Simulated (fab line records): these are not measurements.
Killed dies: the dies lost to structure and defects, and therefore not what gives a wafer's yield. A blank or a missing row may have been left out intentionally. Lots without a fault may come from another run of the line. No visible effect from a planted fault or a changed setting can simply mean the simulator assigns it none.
fab line records | flow nandHarc | part 1 of 2: steps 1 to 4 of 6
record: lots: 22 | wafers: 66 | lastDay: 34
route steps=1302 shown A_CHANNEL_HOLE_D2@585 A_CHANNEL_FILL_D2@613
lots with no fault: from the same line, run without faults
startH: hours from the record's opening day to when the first of the lot's shown wafers began | waitH: hours elapsed since this lot's preceding step | " as in the row above | L1.1+2: a row that stands for several wafers | - no value, or no start given | * or withheld: withheld | < > ~ a bound
route shown NAME@n: names a module that has steps shown in the file, with the first one's number in the route | usual: mean/standard deviation of fault-free wafers | same: alike in all rows | chamber/n: place in a boat | sites: per-site readings | _std_site: standard deviation across them | _edge_site: inner sites' mean taken away from outer sites' mean | radiusMm: for every site, how far away it sits from the centre of the wafer | mask NAME#n: copy n | behind: the most recent tool/chamber to have shaped the wafer | hold: why the lot went on hold/how many hours it stayed there/how the hold came to an end | device: the n, p or np transistor that did not switch | end of line: the same wafers' tests at the end of the route | step lacking rows: just its recipe | killed: dies that structure and defects cost at the first sort, which is not the same as the wafer's yield | map: a wafer's dies, x killed, . not, _ none there
set.NAME: the run value of the setting; set.NAME@STEP: its run value at that earlier step | model.NAME: the simulator's own value behind a step, which no gauge read
one table for each step of the route and one row for each wafer, over a sample of lots
services: the hour from which a tool's chamber was out of use, counted from the record's first day as startH (under 0 if before that day), plus the number of hours and why
== steps ==
step: NHARC_A_CHANNEL_HOLE_D2_DESCUM_15
recipe: timeS: 3 | o2FlowSccm: 200 | arFlowSccm: 0 | biasPowerW: 0 | chemistry: O2
usual: drypumpMotorCurrentA: 5.5/0.48 | o2FlowSccm: 199.9/0.58 | oesProductAu: 1.000/0.0094 | rfVppV: 57.9/0.96 | showerheadPlenumPTorr: 1.93/0.08 | throttleValvePct: 11.311/0.0094
lot.wafer | tool       | chamber | startH | waitH | drypumpMotorCurrentA | o2FlowSccm | oesProductAu | rfHoursCounterH | rfVppV | showerheadPlenumPTorr | throttleValvePct
L074.2    | rieDiel-12 | 2       | 290.51 | 0.1   | 5.7                  | 199.6      | 1.007        | 1               | 58.6   | 2.03                  | 11.314
L074.3    | "          | 1       | "      | "     | 4.7                  | 199.8      | 0.989        | 1               | 57.8   | 1.95                  | 11.329
L074.5    | "          | 3       | "      | "     | 5.1                  | 199.5      | 0.990        | -               | 57.1   | 1.90                  | 11.307
L075.4    | rieDiel-12 | 2       | 302.06 | 0.1   | 5.7                  | 199.5      | 1.008        | 1               | 57.7   | 2.03                  | 11.297
L075.2    | "          | 3       | "      | "     | 5.2                  | 200.0      | 0.993        | 1               | 58.6   | 1.90                  | 11.319
L075.1    | "          | 0       | "      | "     | 5.6                  | 200.1      | 0.994        | 1               | 58.1   | 2.01                  | 11.318
L076.2    | rieDiel-01 | 0       | 314.40 | 0.1   | 6.0                  | 200.0      | 0.984        | 6               | 57.5   | 1.96                  | 11.307
L076.1    | "          | 1       | "      | "     | 5.6                  | 199.5      | 1.016        | 6               | 57.8   | 1.80                  | 11.295
L076.6    | "          | 1       | "      | "     | 5.6                  | 199.8      | 0.995        | -               | 56.9   | 1.80                  | 11.292
L077.2    | rieDiel-10 | 2       | 315.54 | 0.1   | 5.5                  | 199.2      | 1.000        | 3               | 57.4   | 1.89                  | 11.292
L077.5    | "          | 3       | "      | "     | 5.7                  | 199.9      | 1.008        | -               | 56.5   | 1.85                  | 11.294
L077.6    | "          | 0       | "      | "     | 5.9                  | 199.6      | 1.008        | -               | 58.1   | 1.99                  | 11.301
L079.3    | rieDiel-01 | 2       | 333.68 | 0.1   | 6.1                  | 199.7      | 1.002        | 7               | 56.0   | 1.81                  | 11.317
L079.1    | "          | 0       | "      | "     | 6.1                  | 199.1      | 0.989        | 8               | 58.4   | 1.95                  | 11.330
L079.6    | "          | 3       | "      | "     | 4.8                  | 200.4      | 1.010        | -               | 58.4   | 2.01                  | 11.320
L080.3    | rieDiel-01 | 1       | 356.65 | 0.1   | 5.6                  | 199.9      | 1.022        | 9               | 57.7   | 1.80                  | 11.303
L080.2    | "          | 3       | "      | "     | 4.8                  | 200.7      | 1.005        | 9               | 57.6   | 2.01                  | 11.318
L080.5    | "          | 1       | "      | "     | 5.6                  | 199.3      | 1.028        | -               | 58.1   | 1.80                  | 11.313
L082.3    | rieDiel-12 | 2       | 367.26 | 0.1   | 5.7                  | 199.7      | 1.005        | 4               | 59.7   | 2.03                  | 11.315
L082.4    | "          | 3       | "      | "     | 5.1                  | 200.2      | 0.995        | 4               | 57.3   | 1.90                  | 11.315
L082.2    | "          | 0       | "      | "     | 5.7                  | 199.0      | 1.001        | 4               | 57.7   | 2.01                  | 11.320
L083.2    | rieDiel-10 | 1       | 384.19 | 0.1   | 5.8                  | 200.1      | 0.984        | 5               | 57.8   | 1.83                  | 11.312
L083.6    | "          | 1       | "      | "     | 5.8                  | 200.8      | 0.986        | -               | 57.5   | 1.82                  | 11.296
L083.5    | "          | 0       | "      | "     | 5.9                  | 201.2      | 0.993        | -               | 57.3   | 1.99                  | 11.305
L084.1    | rieDiel-12 | 1       | 388.96 | 0.1   | 4.7                  | 200.2      | 0.998        | 5               | 58.1   | 1.95                  | 11.312
L084.4    | "          | 2       | "      | "     | 5.7                  | 200.3      | 0.995        | 5               | 57.3   | 2.03                  | 11.322
L084.2    | "          | 3       | "      | "     | 5.1                  | 199.6      | 0.991        | 4               | 57.7   | 1.90                  | 11.322
L085.1    | rieDiel-12 | 2       | 409.78 | 0.1   | 5.7                  | 200.4      | 0.986        | 6               | 57.5   | 2.03                  | 11.306
L085.3    | "          | 3       | "      | "     | 5.1                  | 198.5      | 0.993        | 6               | 58.9   | 1.90                  | 11.316
L085.6    | "          | 2       | "      | "     | 5.7                  | 199.8      | 1.000        | -               | 59.4   | 2.03                  | 11.302
L086.1    | rieDiel-01 | 3       | 420.14 | 0.1   | 4.8                  | 200.3      | 1.014        | 2               | 57.6   | 2.01                  | 11.318
L086.5    | "          | 1       | "      | "     | 5.6                  | 200.6      | 1.016        | -               | 56.2   | 1.80                  | 11.313
L086.6    | "          | 2       | "      | "     | 6.1                  | 199.2      | 1.003        | -               | 55.3   | 1.81                  | 11.311
L087.3    | rieDiel-12 | 1       | 420.64 | 0.1   | 4.7                  | 199.0      | 1.001        | 7               | 57.8   | 1.95                  | 11.311
L087.4    | "          | 2       | "      | "     | 5.7                  | 200.5      | 1.003        | 6               | 58.2   | 2.03                  | 11.318
L087.6    | "          | 0       | "      | "     | 5.7                  | 200.0      | 0.996        | -               | 57.9   | 2.01                  | 11.326
L088.3    | rieDiel-12 | 1       | 432.29 | 0.1   | 4.7                  | 199.8      | 1.007        | 7               | 58.5   | 1.95                  | 11.294
L088.6    | "          | 0       | "      | "     | 5.7                  | 199.8      | 0.990        | -               | 57.9   | 2.00                  | 11.314
L088.5    | "          | 1       | "      | "     | 4.7                  | 200.1      | 0.999        | -               | 59.6   | 1.95                  | 11.303
L089.3    | rieDiel-10 | 3       | 451.18 | 0.1   | 5.7                  | 200.9      | 1.001        | 1               | 57.6   | 1.85                  | 11.298
L089.4    | "          | 0       | "      | "     | 5.9                  | 198.5      | 0.995        | 1               | 59.0   | 1.99                  | 11.320
L089.6    | "          | 3       | "      | "     | 5.7                  | 200.0      | 1.013        | -               | 58.4   | 1.85                  | 11.296
L091.3    | rieDiel-12 | 1       | 455.03 | 0.1   | 4.7                  | 201.5      | 0.998        | 0               | 58.3   | 1.95                  | 11.309
L091.2    | "          | 2       | "      | "     | 5.7                  | 200.0      | 1.000        | 0               | 58.3   | 2.03                  | 11.314
L091.1    | "          | 0       | "      | "     | 5.7                  | 199.5      | 0.992        | 0               | 59.0   | 2.00                  | 11.306
L090.2    | rieDiel-01 | 1       | 456.36 | 0.1   | 5.6                  | 199.9      | 1.015        | 4               | 55.7   | 1.80                  | 11.322
L090.4    | "          | 2       | "      | "     | 6.2                  | 199.2      | 1.005        | 2               | 57.6   | 1.81                  | 11.309
L090.5    | "          | 3       | "      | "     | 4.8                  | 200.3      | 1.001        | -               | 59.7   | 2.01                  | 11.314
L092.4    | rieDiel-01 | 0       | 468.14 | 0.1   | 6.1                  | 200.1      | 1.004        | 7               | 59.1   | 1.95                  | 11.293
L092.6    | "          | 3       | "      | "     | 4.8                  | 199.8      | 1.014        | -               | 59.0   | 2.00                  | 11.322
L092.5    | "          | 0       | "      | "     | 6.1                  | 200.5      | 0.996        | -               | 56.8   | 1.95                  | 11.308
L093.4    | rieDiel-12 | 3       | 480.39 | 0.1   | 5.1                  | 199.2      | 0.990        | 2               | 57.5   | 1.90                  | 11.332
L093.3    | "          | 0       | "      | "     | 5.7                  | 200.1      | 0.993        | 1               | 57.6   | 2.01                  | 11.304
L093.1    | "          | 1       | "      | "     | 4.7                  | 199.3      | 1.000        | 1               | 58.1   | 1.95                  | 11.311
L094.3    | rieDiel-12 | 2       | 481.68 | 0.1   | 5.7                  | 200.4      | 0.994        | 2               | 60.4   | 2.03                  | 11.304
L094.1    | "          | 0       | "      | "     | 5.7                  | 199.9      | 0.996        | 2               | 59.4   | 2.00                  | 11.320
L094.2    | "          | 1       | "      | "     | 4.7                  | 199.9      | 1.005        | 2               | 56.3   | 1.95                  | 11.316
L095.4    | rieDiel-01 | 2       | 510.56 | 0.1   | 6.1                  | 199.6      | 1.001        | 6               | 56.0   | 1.81                  | 11.313
L095.5    | "          | 3       | "      | "     | 4.8                  | 200.3      | 1.004        | -               | 58.0   | 2.00                  | 11.309
L095.6    | "          | 0       | "      | "     | 6.1                  | 200.2      | 0.994        | -               | 58.6   | 1.95                  | 11.314
L096.2    | rieDiel-12 | 0       | 525.03 | 0.1   | 5.7                  | 199.7      | 0.992        | 4               | 57.5   | 2.00                  | 11.314
L096.3    | "          | 1       | "      | "     | 4.7                  | 201.2      | 0.992        | 4               | 58.3   | 1.95                  | 11.312
L096.6    | "          | 0       | "      | "     | 5.6                  | 199.7      | 0.984        | -               | 57.5   | 2.00                  | 11.297
L097.2    | rieDiel-01 | 1       | 526.33 | 0.1   | 5.6                  | 200.2      | 1.007        | 10              | 56.8   | 1.80                  | 11.316
L097.3    | "          | 0       | "      | "     | 6.1                  | 198.9      | 1.007        | 10              | 58.7   | 1.95                  | 11.296
L097.5    | "          | 2       | "      | "     | 6.1                  | 199.4      | 1.005        | -               | 57.4   | 1.81                  | 11.303
step: NHARC_A_CHANNEL_HOLE_D2_CD_MEAS_18
usual: cdNm: 99.2/2.3
lot.wafer | tool     | chamber | startH | waitH | cdNm
L074.2    | cdSem-02 | -       | 291.62 | -     | 103.1
L074.3    | "        | -       | "      | "     | 97.5
L074.5    | "        | -       | "      | "     | 99.9
L075.1    | cdSem-03 | -       | 303.17 | -     | 99.4
L075.2    | "        | -       | "      | "     | 99.6
L075.4    | "        | -       | "      | "     | 97.9
L076.1    | cdSem-03 | -       | 315.50 | -     | 100.7
L076.2    | "        | -       | "      | "     | 99.0
L076.6    | "        | -       | "      | "     | 99.4
L077.2    | cdSem-01 | -       | 316.62 | -     | 102.8
L077.5    | "        | -       | "      | "     | 99.6
L077.6    | "        | -       | "      | "     | 105.1
L079.1    | cdSem-02 | -       | 334.79 | -     | 99.9
L079.3    | "        | -       | "      | "     | 100.8
L079.6    | "        | -       | "      | "     | 99.2
L080.2    | cdSem-01 | -       | 357.76 | -     | 95.9
L080.3    | "        | -       | "      | "     | 98.7
L080.5    | "        | -       | "      | "     | 98.1
L082.2    | cdSem-02 | -       | 368.36 | -     | 96.6
L082.3    | "        | -       | "      | "     | 100.2
L082.4    | "        | -       | "      | "     | 95.7
L083.2    | cdSem-03 | -       | 385.51 | -     | 95.3
L083.5    | "        | -       | "      | "     | 97.0
L083.6    | "        | -       | "      | "     | 98.0
L084.1    | cdSem-01 | -       | 390.06 | -     | 96.8
L084.2    | "        | -       | "      | "     | 98.4
L084.4    | "        | -       | "      | "     | 98.0
L085.1    | cdSem-01 | -       | 410.89 | -     | 96.0
L085.3    | "        | -       | "      | "     | 99.0
L085.6    | "        | -       | "      | "     | 97.6
L086.1    | cdSem-01 | -       | 421.23 | -     | 101.4
L086.5    | "        | -       | "      | "     | 97.6
L086.6    | "        | -       | "      | "     | 101.1
L087.3    | cdSem-02 | -       | 421.73 | -     | 95.6
L087.4    | "        | -       | "      | "     | 98.0
L087.6    | "        | -       | "      | "     | 94.8
L088.3    | cdSem-01 | -       | 433.40 | -     | 98.5
L088.5    | "        | -       | "      | "     | 99.1
L088.6    | "        | -       | "      | "     | 94.9
L089.3    | cdSem-01 | -       | 452.28 | -     | 98.1
L089.4    | "        | -       | "      | "     | 104.6
L089.6    | "        | -       | "      | "     | 101.0
L091.1    | cdSem-03 | -       | 456.13 | -     | 96.7
L091.2    | "        | -       | "      | "     | 96.3
L091.3    | "        | -       | "      | "     | 98.7
L090.2    | cdSem-03 | -       | 457.46 | -     | 101.1
L090.4    | "        | -       | "      | "     | 99.8
L090.5    | "        | -       | "      | "     | 98.5
L092.4    | cdSem-03 | -       | 469.25 | -     | 98.3
L092.5    | "        | -       | "      | "     | 99.9
L092.6    | "        | -       | "      | "     | 100.7
L093.1    | cdSem-01 | -       | 481.50 | -     | 97.0
L093.3    | "        | -       | "      | "     | 94.7
L093.4    | "        | -       | "      | "     | 97.6
L094.1    | cdSem-03 | -       | 482.79 | -     | 99.8
L094.2    | "        | -       | "      | "     | 100.9
L094.3    | "        | -       | "      | "     | 97.9
L095.4    | cdSem-01 | -       | 511.65 | -     | 100.8
L095.5    | "        | -       | "      | "     | 100.1
L095.6    | "        | -       | "      | "     | 98.4
L096.2    | cdSem-01 | -       | 526.14 | -     | 100.2
L096.3    | "        | -       | "      | "     | 100.6
L096.6    | "        | -       | "      | "     | 100.2
L097.2    | cdSem-01 | -       | 527.45 | -     | 98.2
L097.3    | "        | -       | "      | "     | 95.9
L097.5    | "        | -       | "      | "     | 97.4
step: NHARC_A_CHANNEL_HOLE_D2_ETCH_21
recipe: biasV: 3000 | sourceW: withheld | pressureMtorr: 20 | timeS: 514.3 | arFlowSccm: 375 | c4f8FlowSccm: 89.3 | o2FlowSccm: 35.7 | tempC: -20 | targetDepthA: 16000 | chemistry: C4F8/O2/Ar
usual: c4f8FlowSccm: 89.34/0.29 | drypumpMotorCurrentA: 6.1/0.51 | o2FlowSccm: 35.70/0.098 | showerheadPlenumPTorr: 3.73/0.13 | throttleValvePct: 32.154/0.0094
lot.wafer | tool       | chamber | startH | waitH | c4f8FlowSccm | drypumpMotorCurrentA | o2FlowSccm | rfHoursCounterH | showerheadPlenumPTorr | throttleValvePct
L074.2    | harEtch-02 | 1       | 294.54 | 0.3   | 89.07        | 6.2                  | 35.75      | 350             | 3.93                  | 32.155
L074.3    | "          | 1       | "      | "     | 89.13        | 6.2                  | 35.80      | -               | 3.93                  | 32.152
L074.5    | "          | 0       | "      | "     | 89.38        | 6.8                  | 35.73      | -               | 3.59                  | 32.138
L075.1    | harEtch-02 | 0       | 303.67 | 0.3   | 89.09        | 6.7                  | 35.97      | 353             | 3.58                  | 32.151
L075.2    | "          | 1       | "      | "     | 89.54        | 6.2                  | 35.83      | 353             | 3.93                  | 32.156
L075.4    | "          | 0       | "      | "     | 89.32        | 6.8                  | 35.87      | -               | 3.58                  | 32.130
L076.2    | harEtch-02 | 0       | 316.27 | 0.3   | 89.53        | 6.7                  | 35.76      | 361             | 3.58                  | 32.179
L076.1    | "          | 1       | "      | "     | 89.41        | 6.2                  | 35.70      | 361             | 3.92                  | 32.156
L076.6    | "          | 1       | "      | "     | 88.69        | 6.2                  | 35.64      | -               | 3.92                  | 32.152
L077.2    | harEtch-01 | 1       | 318.47 | 0.3   | 89.71        | 5.3                  | 35.40      | 171             | 3.69                  | 32.163
L077.5    | "          | 0       | "      | "     | 89.70        | 6.2                  | 35.72      | -               | 3.69                  | 32.167
L077.6    | "          | 1       | "      | "     | 89.43        | 5.3                  | 35.56      | -               | 3.69                  | 32.138
L079.1    | harEtch-01 | 1       | 335.36 | 0.3   | 89.18        | 5.3                  | 35.71      | 179             | 3.68                  | 32.149
L079.3    | "          | 0       | "      | "     | 89.11        | 6.2                  | 35.45      | -               | 3.68                  | 32.160
L079.6    | "          | 0       | "      | "     | 89.10        | 6.2                  | 35.51      | -               | 3.68                  | 32.162
L080.2    | harEtch-02 | 1       | 358.25 | 0.3   | 89.46        | 6.2                  | 35.75      | 384             | 3.91                  | 32.154
L080.3    | "          | 0       | "      | "     | 89.12        | 6.8                  | 35.72      | -               | 3.57                  | 32.153
L080.5    | "          | 1       | "      | "     | 89.43        | 6.2                  | 35.91      | -               | 3.91                  | 32.161
L082.2    | harEtch-01 | 0       | 368.86 | 0.3   | 89.05        | 6.2                  | 35.70      | 198             | 3.67                  | 32.172
L082.4    | "          | 0       | "      | "     | 89.85        | 6.2                  | 35.68      | -               | 3.67                  | 32.151
L082.3    | "          | 1       | "      | "     | 89.01        | 5.4                  | 35.76      | -               | 3.67                  | 32.154
L083.2    | harEtch-01 | 1       | 386.01 | 0.3   | 89.41        | 5.3                  | 35.56      | 206             | 3.67                  | 32.174
L083.6    | "          | 1       | "      | "     | 89.31        | 5.3                  | 35.70      | -               | 3.67                  | 32.151
L083.5    | "          | 0       | "      | "     | 90.04        | 6.2                  | 35.78      | -               | 3.67                  | 32.157
L084.1    | harEtch-01 | 0       | 398.08 | 0.3   | 89.07        | 6.2                  | 35.68      | 218             | 3.66                  | 32.153
L084.2    | "          | 1       | "      | "     | 89.03        | 5.3                  | 35.65      | 218             | 3.66                  | 32.156
L084.4    | "          | 1       | "      | "     | 89.22        | 5.3                  | 35.61      | -               | 3.66                  | 32.158
L085.1    | harEtch-02 | 0       | 411.39 | 0.3   | 89.57        | 6.7                  | 35.63      | 11              | 3.93                  | 32.153
L085.3    | "          | 0       | "      | "     | 88.98        | 6.7                  | 35.67      | -               | 3.93                  | 32.153
L085.6    | "          | 0       | "      | "     | 89.06        | 6.7                  | 35.69      | -               | 3.93                  | 32.149
L086.1    | harEtch-01 | 0       | 425.17 | 0.3   | 89.66        | 6.2                  | 35.86      | 236             | 3.65                  | 32.146
L086.5    | "          | 1       | "      | "     | 89.76        | 5.3                  | 35.86      | -               | 3.65                  | 32.164
L086.6    | "          | 0       | "      | "     | 89.64        | 6.2                  | 35.74      | -               | 3.65                  | 32.149
L087.3    | harEtch-02 | 0       | 426.60 | 0.3   | 88.93        | 6.7                  | 35.72      | -               | 3.92                  | 32.161
L087.4    | "          | 1       | "      | "     | 88.97        | 6.2                  | 35.62      | -               | 3.89                  | 32.157
L087.6    | "          | 1       | "      | "     | 89.80        | 6.2                  | 35.68      | -               | 3.89                  | 32.145
L088.3    | harEtch-01 | 1       | 434.12 | 0.3   | 89.13        | 5.3                  | 35.60      | -               | 3.65                  | 32.158
L088.5    | "          | 0       | "      | "     | 89.63        | 6.2                  | 35.75      | -               | 3.65                  | 32.146
L088.6    | "          | 1       | "      | "     | 89.54        | 5.3                  | 35.70      | -               | 3.65                  | 32.174
L089.4    | harEtch-01 | 0       | 454.97 | 0.3   | 89.52        | 6.2                  | 35.70      | -               | 3.64                  | 32.162
L089.3    | "          | 1       | "      | "     | 90.01        | 5.3                  | 35.75      | -               | 3.64                  | 32.148
L089.6    | "          | 0       | "      | "     | 89.13        | 6.2                  | 35.81      | -               | 3.64                  | 32.162
L091.1    | harEtch-02 | 1       | 456.63 | 0.3   | 89.66        | 6.2                  | 35.64      | 38              | 3.88                  | 32.141
L091.2    | "          | 0       | "      | "     | 89.36        | 6.8                  | 35.84      | 38              | 3.91                  | 32.171
L091.3    | "          | 0       | "      | "     | 89.36        | 6.7                  | 35.75      | -               | 3.91                  | 32.155
L090.2    | harEtch-01 | 0       | 459.06 | 0.3   | 89.42        | 6.2                  | 35.75      | 256             | 3.64                  | 32.145
L090.4    | "          | 0       | "      | "     | 89.03        | 6.2                  | 35.67      | -               | 3.64                  | 32.163
L090.5    | "          | 1       | "      | "     | 89.69        | 5.3                  | 35.60      | -               | 3.64                  | 32.159
L092.4    | harEtch-02 | 1       | 473.11 | 0.3   | 89.53        | 6.2                  | 35.78      | -               | 3.87                  | 32.145
L092.6    | "          | 1       | "      | "     | 89.51        | 6.2                  | 35.61      | -               | 3.87                  | 32.132
L092.5    | "          | 0       | "      | "     | 89.06        | 6.8                  | 35.69      | -               | 3.90                  | 32.150
L093.1    | harEtch-01 | 0       | 481.99 | 0.3   | 89.83        | 6.2                  | 35.67      | 271             | 3.63                  | 32.149
L093.4    | "          | 0       | "      | "     | 90.21        | 6.2                  | 35.63      | -               | 3.63                  | 32.159
L093.3    | "          | 1       | "      | "     | 88.92        | 5.4                  | 35.68      | -               | 3.63                  | 32.160
L094.2    | harEtch-02 | 0       | 485.99 | 0.3   | 88.89        | 6.7                  | 35.67      | 57              | 3.90                  | 32.153
L094.1    | "          | 1       | "      | "     | 89.19        | 6.2                  | 35.87      | 57              | 3.87                  | 32.155
L094.3    | "          | 0       | "      | "     | 89.57        | 6.7                  | 35.70      | -               | 3.90                  | 32.129
L095.4    | harEtch-01 | 1       | 512.48 | 0.3   | 89.24        | 5.4                  | 35.69      | -               | 3.63                  | 32.151
L095.5    | "          | 1       | "      | "     | 89.25        | 5.3                  | 35.61      | -               | 3.63                  | 32.152
L095.6    | "          | 0       | "      | "     | 89.60        | 6.2                  | 35.74      | -               | 3.62                  | 32.147
L096.2    | harEtch-01 | 0       | 526.71 | 0.3   | 89.29        | 6.2                  | 35.55      | 290             | 3.62                  | 32.154
L096.3    | "          | 0       | "      | "     | 89.06        | 6.2                  | 35.59      | -               | 3.62                  | 32.149
L096.6    | "          | 0       | "      | "     | 89.73        | 6.2                  | 35.64      | -               | 3.62                  | 32.149
L097.2    | harEtch-01 | 1       | 530.82 | 0.3   | 89.44        | 5.3                  | 35.62      | 294             | 3.62                  | 32.160
L097.3    | "          | 0       | "      | "     | 89.55        | 6.2                  | 35.79      | -               | 3.62                  | 32.161
L097.5    | "          | 1       | "      | "     | 89.23        | 5.3                  | 35.57      | -               | 3.62                  | 32.153
step: NHARC_A_CHANNEL_HOLE_D2_ETCH_24
recipe: biasV: 5000 | sourceW: withheld | pressureMtorr: 20 | timeS: 906.2 | arFlowSccm: 375 | c4f8FlowSccm: 93.8 | o2FlowSccm: 31.2 | tempC: -20 | targetDepthA: 15000 | chemistry: C4F8/O2/Ar
usual: c4f8FlowSccm: 93.75/0.28 | drypumpMotorCurrentA: 6.1/0.51 | o2FlowSccm: 31.23/0.091 | showerheadPlenumPTorr: 3.72/0.13 | throttleValvePct: 32.235/0.0094
lot.wafer | tool       | chamber | startH | waitH | c4f8FlowSccm | drypumpMotorCurrentA | o2FlowSccm | rfHoursCounterH | showerheadPlenumPTorr | throttleValvePct
L074.2    | harEtch-02 | 1       | 296.29 | 0.6   | 93.57        | 6.2                  | 31.12      | 351             | 3.92                  | 32.229
L074.3    | "          | 1       | "      | "     | 94.32        | 6.2                  | 31.12      | -               | 3.92                  | 32.249
L074.5    | "          | 0       | "      | "     | 93.67        | 6.8                  | 31.14      | -               | 3.58                  | 32.223
L075.1    | harEtch-02 | 0       | 305.38 | 0.6   | 93.53        | 6.7                  | 31.23      | 355             | 3.58                  | 32.252
L075.2    | "          | 1       | "      | "     | 93.76        | 6.2                  | 31.37      | 355             | 3.92                  | 32.211
L075.4    | "          | 0       | "      | "     | 93.28        | 6.7                  | 31.24      | -               | 3.58                  | 32.247
L076.2    | harEtch-02 | 0       | 317.98 | 0.6   | 93.62        | 6.7                  | 31.21      | 362             | 3.57                  | 32.236
L076.1    | "          | 1       | "      | "     | 94.49        | 6.2                  | 31.07      | 363             | 3.92                  | 32.235
L076.6    | "          | 1       | "      | "     | 94.56        | 6.2                  | 31.18      | -               | 3.92                  | 32.253
L077.2    | harEtch-01 | 1       | 320.23 | 0.6   | 93.72        | 5.3                  | 31.30      | 173             | 3.68                  | 32.234
L077.5    | "          | 0       | "      | "     | 93.28        | 6.2                  | 31.20      | -               | 3.68                  | 32.245
L077.6    | "          | 1       | "      | "     | 93.55        | 5.3                  | 31.22      | -               | 3.68                  | 32.234
L079.1    | harEtch-01 | 1       | 337.11 | 0.6   | 94.12        | 5.3                  | 31.22      | 181             | 3.68                  | 32.230
L079.3    | "          | 0       | "      | "     | 93.63        | 6.2                  | 31.25      | -               | 3.68                  | 32.222
L079.6    | "          | 0       | "      | "     | 93.62        | 6.2                  | 31.22      | -               | 3.68                  | 32.231
L080.2    | harEtch-02 | 1       | 359.97 | 0.6   | 93.94        | 6.2                  | 31.11      | 386             | 3.90                  | 32.245
L080.3    | "          | 0       | "      | "     | 93.16        | 6.7                  | 31.22      | -               | 3.56                  | 32.226
L080.5    | "          | 1       | "      | "     | 93.76        | 6.2                  | 31.24      | -               | 3.90                  | 32.226
L082.2    | harEtch-01 | 0       | 370.55 | 0.6   | 94.04        | 6.2                  | 31.08      | 200             | 3.67                  | 32.246
L082.4    | "          | 0       | "      | "     | 93.66        | 6.2                  | 31.07      | -               | 3.67                  | 32.226
L082.3    | "          | 1       | "      | "     | 93.96        | 5.3                  | 31.30      | -               | 3.67                  | 32.236
L083.2    | harEtch-01 | 1       | 387.71 | 0.6   | 93.93        | 5.3                  | 31.34      | 208             | 3.66                  | 32.230
L083.6    | "          | 1       | "      | "     | 93.49        | 5.3                  | 31.34      | -               | 3.66                  | 32.230
L083.5    | "          | 0       | "      | "     | 94.00        | 6.2                  | 31.12      | -               | 3.66                  | 32.225
L084.1    | harEtch-01 | 0       | 399.78 | 0.6   | 93.63        | 6.2                  | 31.18      | 219             | 3.66                  | 32.232
L084.2    | "          | 1       | "      | "     | 93.54        | 5.3                  | 31.28      | 219             | 3.66                  | 32.243
L084.4    | "          | 1       | "      | "     | 93.62        | 5.3                  | 31.19      | -               | 3.66                  | 32.229
L085.1    | harEtch-02 | 0       | 413.10 | 0.6   | 93.76        | 6.8                  | 31.17      | 13              | 3.92                  | 32.226
L085.3    | "          | 0       | "      | "     | 93.81        | 6.8                  | 31.34      | -               | 3.92                  | 32.235
L085.6    | "          | 0       | "      | "     | 94.06        | 6.7                  | 31.16      | -               | 3.92                  | 32.243
L086.1    | harEtch-01 | 0       | 426.91 | 0.6   | 93.78        | 6.2                  | 31.11      | 238             | 3.65                  | 32.225
L086.5    | "          | 1       | "      | "     | 93.75        | 5.3                  | 31.25      | -               | 3.65                  | 32.243
L086.6    | "          | 0       | "      | "     | 93.69        | 6.2                  | 31.11      | -               | 3.65                  | 32.244
L087.3    | harEtch-02 | 0       | 428.40 | 0.6   | 93.82        | 6.8                  | 31.08      | -               | 3.91                  | 32.231
L087.4    | "          | 1       | "      | "     | 93.70        | 6.2                  | 31.17      | -               | 3.88                  | 32.219
L087.6    | "          | 1       | "      | "     | 93.98        | 6.2                  | 31.26      | -               | 3.88                  | 32.240
L088.3    | harEtch-01 | 1       | 436.01 | 0.6   | 94.12        | 5.3                  | 31.26      | -               | 3.64                  | 32.232
L088.5    | "          | 0       | "      | "     | 93.89        | 6.2                  | 31.31      | -               | 3.64                  | 32.236
L088.6    | "          | 1       | "      | "     | 93.63        | 5.3                  | 31.30      | -               | 3.64                  | 32.251
L089.4    | harEtch-01 | 0       | 456.79 | 0.6   | 93.49        | 6.2                  | 31.19      | -               | 3.64                  | 32.245
L089.3    | "          | 1       | "      | "     | 93.52        | 5.3                  | 31.19      | -               | 3.64                  | 32.232
L089.6    | "          | 0       | "      | "     | 93.44        | 6.2                  | 31.10      | -               | 3.64                  | 32.233
L091.1    | harEtch-02 | 1       | 458.35 | 0.6   | 93.83        | 6.2                  | 31.10      | 40              | 3.87                  | 32.228
L091.2    | "          | 0       | "      | "     | 93.77        | 6.7                  | 31.31      | 40              | 3.90                  | 32.241
L091.3    | "          | 0       | "      | "     | 93.51        | 6.8                  | 31.26      | -               | 3.91                  | 32.234
L090.2    | harEtch-01 | 0       | 460.83 | 0.6   | 93.60        | 6.2                  | 31.26      | 257             | 3.64                  | 32.239
L090.4    | "          | 0       | "      | "     | 93.28        | 6.2                  | 31.33      | -               | 3.64                  | 32.218
L090.5    | "          | 1       | "      | "     | 94.21        | 5.4                  | 31.22      | -               | 3.64                  | 32.256
L092.4    | harEtch-02 | 1       | 474.91 | 0.6   | 93.71        | 6.2                  | 31.21      | -               | 3.87                  | 32.235
L092.6    | "          | 1       | "      | "     | 93.65        | 6.2                  | 31.17      | -               | 3.87                  | 32.246
L092.5    | "          | 0       | "      | "     | 93.89        | 6.7                  | 31.23      | -               | 3.90                  | 32.233
L093.1    | harEtch-01 | 0       | 483.70 | 0.6   | 93.90        | 6.2                  | 31.20      | 273             | 3.63                  | 32.234
L093.4    | "          | 0       | "      | "     | 93.71        | 6.2                  | 31.27      | -               | 3.63                  | 32.224
L093.3    | "          | 1       | "      | "     | 94.06        | 5.3                  | 31.34      | -               | 3.63                  | 32.240
L094.2    | harEtch-02 | 0       | 487.70 | 0.6   | 94.24        | 6.7                  | 31.21      | 59              | 3.89                  | 32.247
L094.1    | "          | 1       | "      | "     | 93.89        | 6.2                  | 31.19      | 59              | 3.86                  | 32.239
L094.3    | "          | 0       | "      | "     | 94.13        | 6.7                  | 31.32      | -               | 3.89                  | 32.233
L095.4    | harEtch-01 | 1       | 514.30 | 0.6   | 93.74        | 5.3                  | 31.10      | -               | 3.62                  | 32.226
L095.5    | "          | 1       | "      | "     | 93.67        | 5.3                  | 31.07      | -               | 3.62                  | 32.232
L095.6    | "          | 0       | "      | "     | 93.47        | 6.2                  | 31.24      | -               | 3.62                  | 32.232
L096.2    | harEtch-01 | 0       | 528.47 | 0.6   | 93.76        | 6.2                  | 31.28      | 292             | 3.62                  | 32.249
L096.3    | "          | 0       | "      | "     | 93.32        | 6.2                  | 31.39      | -               | 3.62                  | 32.234
L096.6    | "          | 0       | "      | "     | 93.53        | 6.2                  | 31.48      | -               | 3.62                  | 32.231
L097.2    | harEtch-01 | 1       | 532.52 | 0.6   | 93.33        | 5.3                  | 31.23      | 296             | 3.62                  | 32.225
L097.3    | "          | 0       | "      | "     | 93.96        | 6.2                  | 31.20      | -               | 3.62                  | 32.239
L097.5    | "          | 1       | "      | "     | 93.78        | 5.3                  | 31.36      | -               | 3.62                  | 32.237
